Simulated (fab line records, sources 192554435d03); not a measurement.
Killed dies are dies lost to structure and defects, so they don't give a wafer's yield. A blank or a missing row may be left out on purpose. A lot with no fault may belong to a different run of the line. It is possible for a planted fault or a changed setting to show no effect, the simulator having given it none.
Matching of chambers | flow n5_finfet | N5_BEOL_M7_CURE_75 on uv_cure-02 has 3 sister chambers
The step cures SiCOH lowk, time 120 s. 3 wafers are shown with their chamber, then 12 later ones without.

## EACH WAFER AND ITS CHAMBER
wafer  | chamber | wafer_temp_C_max
L083.5 | 2       | 371.6
L084.5 | 1       | 371.4
L086.5 | 0       | 372.8

## WAFERS WITH NO CHAMBER GIVEN
wafer  | wafer_temp_C_max
L088.1 | 371.9
L088.5 | 372.6
L088.6 | 372.8
L089.2 | 371.6
L089.4 | 371.5
L089.6 | 371.6
L090.1 | 371.1
L090.2 | 371.4
L090.6 | 370.9
L097.1 | 371.9
L097.4 | 371.7
L097.6 | 372.0

## EACH ONE'S CHAMBER
wafer  | from the rows above          | in truth
L088.1 | can't be placed: 2 or 1      | 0
L088.5 | 0                            | 0
L088.6 | 0                            | 0
L089.2 | can't be placed: 2 or 1      | 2
L089.4 | can't be placed: 1 or 2      | 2
L089.6 | can't be placed: 2 or 1      | 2
L090.1 | can't be placed: 1 or 2      | 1
L090.2 | can't be placed: 1 or 2      | 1
L090.6 | can't be placed: 1 or 2      | 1
L097.1 | can't be placed: 2 or 1      | 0
L097.4 | can't be placed: 2 or 1      | 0
L097.6 | can't be placed: 2 or 1 or 0 | 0
2 of 12 placed correctly. Cannot be placed on the basis of these rows: 10; the candidates contain the true chamber in 7. Placed wrongly: 0.
How it was worked out, from the rows above alone: a wafer's distance from a chamber is the root of the sum, over the readings, of the square of ((its reading less the chamber's mean) divided by the reading's scatter). The wafer belongs to the nearest chamber; if the next one is less than 2 further off, it can't be placed. The mean given for a chamber averages the wafers shown for that chamber. The scatter (one wafer shown for each chamber): square how far every hidden wafer sits from the nearest shown wafer, average those squares and take the square root.
